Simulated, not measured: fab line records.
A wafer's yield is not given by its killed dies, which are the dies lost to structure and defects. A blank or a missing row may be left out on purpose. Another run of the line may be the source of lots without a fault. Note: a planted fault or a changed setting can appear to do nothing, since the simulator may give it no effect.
What tool caused it?	flow n5_finfet	69 wafers from 23 lots sampled at 6 of the route's 1938 steps

WHAT EACH GAUGE READ, for each wafer
No reading from a measuring or inspecting step in the record can be judged against a usual standard deviation.

WHICH TOOL RAN EACH LOT (tool, then ch and the chambers of the sampled wafers, then the start)
lot	N5_HKMG_FIN_PWFM_ALD_03	N5_HKMG_FIN_ETCH_35	N5_HKMG_FIN_STRIP_92	N5_HKMG_FIN_ETCHBACK_68	N5_HKMG_FIN_ALD_72	N5_HKMG_FIN_CMP_94
L074	ald_metal-02 ch 1,2, day 4 00:28	rie_diel-01 ch 0,2, day 4 01:34	rie_diel-01 ch 0,2, day 4 01:43	rie_metal-03 ch 0,1, day 4 04:08	cvd_w-01 ch 0,1, day 4 05:01	cmp-04 ch 0,2,3, day 4 05:42
L075	ald_metal-01 ch 1,2,3, day 4 10:46	rie_diel-01 ch 0,1,3, day 4 11:52	rie_diel-01 ch 0,1,3, day 4 12:01	rie_metal-01 ch 0,1, day 4 14:20	cvd_w-01 ch 0,1, day 4 15:14	cmp-01 ch 1,2,3, day 4 15:53
L077	ald_metal-02 ch 1,2, day 4 21:44	rie_diel-01 ch 0,2, day 4 23:06	rie_diel-01 ch 0,2, day 4 23:15	rie_metal-03 ch 0,1, day 5 01:33	cvd_w-01 ch 0,1, day 5 02:26	cmp-03 ch 2,3, day 5 03:05
L076	ald_metal-02 ch 0,2,3, day 4 22:30	rie_diel-01 ch 1,2, day 4 23:44	rie_diel-01 ch 1,2, day 4 23:53	rie_metal-01 ch 1, day 5 02:06	cvd_w-02 ch 0,1, day 5 02:59	cmp-01 ch 0,2,3, day 5 03:38
L078	ald_metal-02 ch 0,3, day 5 04:08	rie_diel-03 ch 0,2,3, day 5 05:21	rie_diel-03 ch 0,2,3, day 5 05:30	rie_metal-01 ch 0,1, day 5 07:40	cvd_w-02 ch 0,1, day 5 08:33	cmp-01 ch 0,2, day 5 09:12
L079	ald_metal-01 ch 1,2,3, day 5 11:07	rie_diel-06 ch 0,1,3, day 5 12:28	rie_diel-06 ch 0,1,3, day 5 12:37	rie_metal-01 ch 0,1, day 5 14:46	cvd_w-02 ch 0,1, day 5 15:39	cmp-03 ch 1,2,3, day 5 16:18
L080	ald_metal-01 ch 1,3, day 5 16:05	rie_diel-06 ch 0,2,3, day 5 17:11	rie_diel-06 ch 0,2,3, day 5 17:20	rie_metal-02 ch 0,1, day 5 19:29	cvd_w-01 ch 0,1, day 5 20:23	cmp-03 ch 0,1,3, day 5 21:02
L081	ald_metal-01 ch 0,1,3, day 5 18:51	rie_diel-03 ch 0,2, day 5 20:04	rie_diel-03 ch 0,2, day 5 20:13	rie_metal-02 ch 0,1, day 5 22:24	cvd_w-01 ch 0,1, day 5 23:17	cmp-03 ch 0,2, day 5 23:56
L082	ald_metal-01 ch 1,2,3, day 6 03:06	rie_diel-06 ch 0,2,3, day 6 04:13	rie_diel-06 ch 0,2,3, day 6 04:22	rie_metal-03 ch 0,1, day 6 06:34	cvd_w-02 ch 0, day 6 07:27	cmp-03 ch 0,3, day 6 08:06
L083	ald_metal-02 ch 0,2,3, day 6 08:12	rie_diel-01 ch 2,3, day 6 09:25	rie_diel-01 ch 2,3, day 6 09:34	rie_metal-02 ch 0,1, day 6 11:53	cvd_w-02 ch 0,1, day 6 12:46	cmp-04 ch 0,1,3, day 6 13:29
L084	ald_metal-01 ch 1,2,3, day 6 15:04	rie_diel-06 ch 1,2,3, day 6 16:17	rie_diel-06 ch 1,2,3, day 6 16:26	rie_metal-03 ch 0,1, day 6 18:43	cvd_w-01 ch 0,1, day 6 19:35	cmp-04 ch 2,3, day 6 20:14
L085	ald_metal-02 ch 0,1,2, day 6 20:55	rie_diel-01 ch 0,2,3, day 6 22:06	rie_diel-01 ch 0,2,3, day 6 22:15	rie_metal-03 ch 0,1, day 7 00:26	cvd_w-01 ch 0,1, day 7 01:19	cmp-01 ch 0,3, day 7 01:58
L086	ald_metal-01 ch 1,2,3, day 7 09:10	rie_diel-06 ch 0,1, day 7 10:17	rie_diel-06 ch 0,1, day 7 10:26	rie_metal-03 ch 0,1, day 7 12:48	cvd_w-01 ch 0,1, day 7 13:41	cmp-01 ch 0,2,3, day 7 14:20
L088	ald_metal-01 ch 2,3, day 7 16:06	rie_diel-01 ch 0,1, day 7 17:25	rie_diel-01 ch 0,1, day 7 17:33	rie_metal-01 ch 0, day 7 19:50	cvd_w-02 ch 0,1, day 7 20:43	cmp-03 ch 1,2,3, day 7 21:26
L089	ald_metal-04 ch 0,1,2, day 7 18:53	rie_diel-03 ch 0,1,2, day 7 20:03	rie_diel-03 ch 0,1,2, day 7 20:12	rie_metal-03 ch 0,1, day 7 22:22	cvd_w-01 ch 1, day 7 23:15	cmp-03 ch 0,1,3, day 8 00:03
L091	ald_metal-01 ch 1,2,3, day 8 08:39	rie_diel-03 ch 0,3, day 8 09:57	rie_diel-03 ch 0,3, day 8 10:05	rie_metal-01 ch 0,1, day 8 12:20	cvd_w-01 ch 0,1, day 8 13:13	cmp-03 ch 1,2,3, day 8 13:54
L090	ald_metal-04 ch 1,2,3, day 8 09:01	rie_diel-06 ch 0,3, day 8 10:49	rie_diel-06 ch 0,3, day 8 10:58	rie_metal-02 ch 0,1, day 8 13:08	cvd_w-02 ch 0,1, day 8 14:01	cmp-01 ch 0,1,2, day 8 14:40
L092	ald_metal-04 ch 0,3, day 8 19:40	rie_diel-01 ch 0,1, day 8 20:54	rie_diel-01 ch 0,1, day 8 21:02	rie_metal-02 ch 0,1, day 8 23:14	cvd_w-01 ch 0,1, day 9 00:07	cmp-03 ch 1,2, day 9 00:46
L093	ald_metal-02 ch 0,2, day 9 05:11	rie_diel-01 ch 0,1,2, day 9 06:17	rie_diel-01 ch 0,1,2, day 9 06:26	rie_metal-01 ch 0,1, day 9 08:41	cvd_w-01 ch 0,1, day 9 09:34	cmp-01 ch 2,3, day 9 10:11
L094	ald_metal-04 ch 0,3, day 9 08:34	rie_diel-06 ch 0,1, day 9 10:33	rie_diel-06 ch 0,1, day 9 10:42	rie_metal-01 ch 0,1, day 9 12:53	cvd_w-02 ch 0,1, day 9 13:47	cmp-03 ch 0,1,2, day 9 14:31
L095	ald_metal-02 ch 0,2,3, day 9 12:53	rie_diel-01 ch 0,2, day 9 14:07	rie_diel-01 ch 0,2, day 9 14:16	rie_metal-01 ch 0,1, day 9 16:26	cvd_w-01 ch 0,1, day 9 17:19	cmp-03 ch 0,3, day 9 17:58
L096	ald_metal-01 ch 1,2,3, day 9 21:13	rie_diel-03 ch 0,1,2, day 9 22:26	rie_diel-03 ch 0,1,2, day 9 22:35	rie_metal-03 ch 0,1, day 10 00:50	cvd_w-01 ch 0,1, day 10 01:44	cmp-01 ch 0,1,3, day 10 03:08
L097	ald_metal-01 ch 0,2,3, day 10 01:31	rie_diel-06 ch 1,2,3, day 10 03:11	rie_diel-06 ch 1,2,3, day 10 03:20	rie_metal-01 ch 0,1, day 10 05:41	cvd_w-02 ch 0,1, day 10 06:34	cmp-03 ch 1,2,3, day 10 07:13
- N5_HKMG_FIN_PWFM_ALD_03: deposits TiN, target thk 2 nm, pulse time 1 s, purge time 3 s.
- N5_HKMG_FIN_ETCH_35: etches SOC in N2/H2, target depth 215.8 nm, time 243.4 s.
- N5_HKMG_FIN_STRIP_92: strips SOC in N2/H2, time 20 s.
- N5_HKMG_FIN_ETCHBACK_68: etches the open film in Cl2/Ar, stops on HfO2, target depth 0.5 nm.
- N5_HKMG_FIN_ALD_72: deposits W, target thk 2 nm, pulse time 1 s, purge time 2 s.
- N5_HKMG_FIN_CMP_94: polishes, stops on SiNx, t overpolish 4.7 s, target thk 43.299 nm.

WHAT THE TOOLS THEMSELVES READ (means of the sampled wafers that have a number; where no wafer has one, the mark that the record gives instead)
N5_HKMG_FIN_PWFM_ALD_03. Usual: chamber_pressure_Torr 3.000 Torr, standard deviation 0.0063; heater_power_outer_w 533 W, standard deviation 64; heater_power_w 860 W, standard deviation 87; precursor_pulse_height_rel 1.000, standard deviation 0.021.
lot	tool	chamber_pressure_Torr (Torr)	heater_power_outer_w (W)	heater_power_w (W)	precursor_pulse_height_rel	flag
L074	ald_metal-02	3.005	528	828	0.982	
L075	ald_metal-01	2.998	461	758	0.996	
L077	ald_metal-02	3.003	525	827	0.984	
L076	ald_metal-02	2.996	609	960	1.010	
L078	ald_metal-02	3.000	622	959	1.028	
L079	ald_metal-01	2.998	457	773	1.000	
L080	ald_metal-01	2.999	472	772	1.006	
L081	ald_metal-01	2.997	504	801	0.996	
L082	ald_metal-01	2.996	464	780	1.010	
L083	ald_metal-02	3.005	597	970	1.002	
L084	ald_metal-01	2.995	464	760	1.002	
L085	ald_metal-02	2.995	545	870	1.004	
L086	ald_metal-01	2.997	461	774	1.002	
L088	ald_metal-01	3.004	441	775	0.976	
L089	ald_metal-04	3.000	558	888	0.988	
L091	ald_metal-01	3.007	471	767	1.009	
L090	ald_metal-04	2.995	550	921	1.002	
L092	ald_metal-04	3.004	551	860	0.988	
L093	ald_metal-02	2.999	572	909	1.003	
L094	ald_metal-04	3.004	544	884	0.985	
L095	ald_metal-02	2.997	602	976	1.007	
L096	ald_metal-01	2.999	458	779	0.986	
L097	ald_metal-01	3.001	483	825	1.018	

N5_HKMG_FIN_ETCH_35. Usual: drypump_motor_current_A 5.8 A, standard deviation 0.52; oes_product_au 0.77 a.u., standard deviation 0.087; rf_vpp_V 141.8 V, standard deviation 1.2; showerhead_plenum_p_Torr 2.59 Torr, standard deviation 0.11; throttle_valve_pct 17.78 %, standard deviation 0.2.
lot	tool	drypump_motor_current_A (A)	oes_product_au (a.u.)	rf_vpp_V (V)	showerhead_plenum_p_Torr (Torr)	throttle_valve_pct (%)	flag
L074	rie_diel-01	5.6	0.89	142.3	2.71	17.63	
L075	rie_diel-01	6.2	0.74	142.1	2.56	17.67	
L077	rie_diel-01	5.9	0.82	142.6	2.69	17.62	
L076	rie_diel-01	5.6	0.77	140.3	2.50	17.56	
L078	rie_diel-03	5.4	0.88	141.3	2.55	17.78	
L079	rie_diel-06	5.9	0.72	140.7	2.55	17.85	
L080	rie_diel-06	5.8	0.70	141.4	2.51	17.96	
L081	rie_diel-03	5.1	0.90	141.7	2.60	17.74	
L082	rie_diel-06	5.8	0.70	141.1	2.51	17.96	
L083	rie_diel-01	6.1	0.77	142.2	2.65	17.90	
L084	rie_diel-06	6.1	0.71	140.4	2.51	17.93	
L085	rie_diel-01	6.0	0.79	141.7	2.67	17.76	
L086	rie_diel-06	6.0	0.71	140.8	2.62	17.83	
L088	rie_diel-01	6.1	0.74	142.2	2.57	17.58	
L089	rie_diel-03	5.2	0.82	142.0	2.60	17.89	
L091	rie_diel-03	5.4	0.87	141.2	2.54	17.58	
L090	rie_diel-06	5.6	0.79	143.1	2.65	17.80	
L092	rie_diel-01	6.0	0.70	140.6	2.47	17.57	
L093	rie_diel-01	5.8	0.76	141.3	2.58	17.65	
L094	rie_diel-06	6.1	0.70	141.7	2.62	17.88	
L095	rie_diel-01	5.9	0.79	141.7	2.68	17.68	
L096	rie_diel-03	5.2	0.80	141.9	2.60	17.90	
L097	rie_diel-06	6.1	0.87	142.8	2.61	17.68	

N5_HKMG_FIN_STRIP_92. Usual: drypump_motor_current_A 5.8 A, standard deviation 0.52; oes_product_au 0.77 a.u., standard deviation 0.089; rf_vpp_V 54.2 V, standard deviation 0.88; showerhead_plenum_p_Torr 3.41 Torr, standard deviation 0.13; throttle_valve_pct 18.9 %, standard deviation 0.39.
lot	tool	drypump_motor_current_A (A)	oes_product_au (a.u.)	rf_vpp_V (V)	showerhead_plenum_p_Torr (Torr)	throttle_valve_pct (%)	flag
L074	rie_diel-01	5.6	0.89	53.6	3.57	18.8	
L075	rie_diel-01	6.2	0.73	54.2	3.38	18.7	
L077	rie_diel-01	5.9	0.82	54.4	3.54	18.7	
L076	rie_diel-01	5.6	0.77	53.5	3.30	18.6	
L078	rie_diel-03	5.4	0.89	54.4	3.37	18.9	
L079	rie_diel-06	5.9	0.71	53.8	3.37	18.9	
L080	rie_diel-06	5.8	0.70	54.8	3.32	19.2	
L081	rie_diel-03	5.1	0.91	53.9	3.43	19.0	
L082	rie_diel-06	5.8	0.69	54.7	3.32	19.2	
L083	rie_diel-01	6.1	0.77	54.1	3.49	19.1	
L084	rie_diel-06	6.1	0.71	53.9	3.32	19.1	
L085	rie_diel-01	6.0	0.78	53.8	3.52	18.9	
L086	rie_diel-06	6.0	0.71	54.0	3.46	19.0	
L088	rie_diel-01	6.1	0.74	54.4	3.39	18.5	
L089	rie_diel-03	5.2	0.83	54.6	3.44	19.2	
L091	rie_diel-03	5.4	0.87	54.0	3.36	18.6	
L090	rie_diel-06	5.6	0.79	54.1	3.49	19.0	
L092	rie_diel-01	6.0	0.70	54.1	3.27	18.5	
L093	rie_diel-01	5.8	0.76	54.1	3.41	18.7	
L094	rie_diel-06	6.0	0.69	53.9	3.45	19.0	
L095	rie_diel-01	5.9	0.79	54.8	3.52	18.7	
L096	rie_diel-03	5.2	0.81	54.5	3.43	19.2	
L097	rie_diel-06	6.1	0.88	54.7	3.44	18.8	

N5_HKMG_FIN_ETCHBACK_68. Usual: drypump_motor_current_A 5.9 A, standard deviation 0.39; oes_product_au 0.77 a.u., standard deviation 0.087; throttle_valve_pct 20.92 %, standard deviation 0.3.
lot	tool	drypump_motor_current_A (A)	oes_product_au (a.u.)	throttle_valve_pct (%)	flag
L074	rie_metal-03	6.4	0.86	20.78	
L075	rie_metal-01	5.9	0.75	21.11	
L077	rie_metal-03	6.1	0.83	20.78	
L076	rie_metal-01	6.1	0.67	21.38	
L078	rie_metal-01	6.0	0.74	21.12	
L079	rie_metal-01	5.8	0.79	20.87	
L080	rie_metal-02	5.5	0.75	20.99	
L081	rie_metal-02	5.5	0.73	20.88	
L082	rie_metal-03	6.2	0.82	20.78	
L083	rie_metal-02	5.4	0.72	20.89	
L084	rie_metal-03	6.1	0.82	20.79	
L085	rie_metal-03	6.1	0.81	20.79	
L086	rie_metal-03	6.1	0.80	20.80	
L088	rie_metal-01	5.7	0.86	20.60	
L089	rie_metal-03	6.1	0.80	20.81	
L091	rie_metal-01	5.9	0.72	21.13	
L090	rie_metal-02	5.4	0.71	20.90	
L092	rie_metal-02	5.4	0.71	20.91	
L093	rie_metal-01	6.0	0.71	21.14	
L094	rie_metal-01	5.8	0.77	20.88	
L095	rie_metal-01	6.0	0.68	21.19	
L096	rie_metal-03	6.4	0.83	20.80	
L097	rie_metal-01	5.8	0.77	20.88	

N5_HKMG_FIN_ALD_72. Usual: chamber_pressure_Torr 7.498 Torr, standard deviation 0.016; heater_power_outer_w 284 W, standard deviation 24; heater_power_w 495 W, standard deviation 34; precursor_pulse_height_rel 0.999, standard deviation 0.02.
lot	tool	chamber_pressure_Torr (Torr)	heater_power_outer_w (W)	heater_power_w (W)	precursor_pulse_height_rel	flag
L074	cvd_w-01	7.509	290	500	1.007	
L075	cvd_w-01	7.491	293	505	0.992	
L077	cvd_w-01	7.495	295	518	1.002	
L076	cvd_w-02	7.495	256	455	1.009	
L078	cvd_w-02	7.508	264	467	0.981	
L079	cvd_w-02	7.507	268	476	1.001	
L080	cvd_w-01	7.510	288	501	0.988	
L081	cvd_w-01	7.496	289	507	0.987	
L082	cvd_w-02	7.477	239	434	0.986	
L083	cvd_w-02	7.494	268	466	1.000	
L084	cvd_w-01	7.503	296	518	1.018	
L085	cvd_w-01	7.502	303	509	0.995	
L086	cvd_w-01	7.494	295	501	0.993	
L088	cvd_w-02	7.510	256	460	1.001	
L089	cvd_w-01	7.496	306	533	0.997	
L091	cvd_w-01	7.471	300	522	0.978	
L090	cvd_w-02	7.498	272	472	0.995	
L092	cvd_w-01	7.490	301	530	1.027	
L093	cvd_w-01	7.498	291	511	0.985	
L094	cvd_w-02	7.495	253	463	1.008	
L095	cvd_w-01	7.499	293	507	1.007	
L096	cvd_w-01	7.499	292	503	1.012	
L097	cvd_w-02	7.494	270	475	0.988	

N5_HKMG_FIN_CMP_94. Usual: head_pressure_psi 3.999 psi, standard deviation 0.0086; motor_current_A 11.6 A, standard deviation 1.
lot	tool	head_pressure_psi (psi)	motor_current_A (A)	flag
L074	cmp-04	4.002	11.7	
L075	cmp-01	3.997	11.9	
L077	cmp-03	3.993	10.3	
L076	cmp-01	4.002	11.1	
L078	cmp-01	4.002	11.4	
L079	cmp-03	4.006	11.0	
L080	cmp-03	4.000	11.8	
L081	cmp-03	3.993	11.7	
L082	cmp-03	3.990	12.2	
L083	cmp-04	3.996	12.2	
L084	cmp-04	3.999	11.3	
L085	cmp-01	3.990	11.5	
L086	cmp-01	4.000	11.2	
L088	cmp-03	3.997	11.2	
L089	cmp-03	4.007	12.1	
L091	cmp-03	4.010	10.8	
L090	cmp-01	3.993	12.0	
L092	cmp-03	4.009	10.9	
L093	cmp-01	4.007	11.0	
L094	cmp-03	3.997	11.3	
L095	cmp-03	4.003	12.5	
L096	cmp-01	4.008	12.0	
L097	cmp-03	3.990	11.3	

THE ANSWER, worked out from the rows above alone
Rule: lot off if the mean of its wafers having a number is beyond 3 standard deviations from the usual mean. Also off: a lot with no number at a reading for which 4 or more lots have one. All remaining lots with rows at the step are treated as sound. First the gauges in route order, then the tools' own readings, where a lot's mean is used as printed above. At the first step where some lot is off, the reading lying furthest off is the one used; lots without a number count as furthest.
Across all readings shown, no lot is off: no conclusion can be drawn from this.

WHAT THE SIMULATOR PUT IN
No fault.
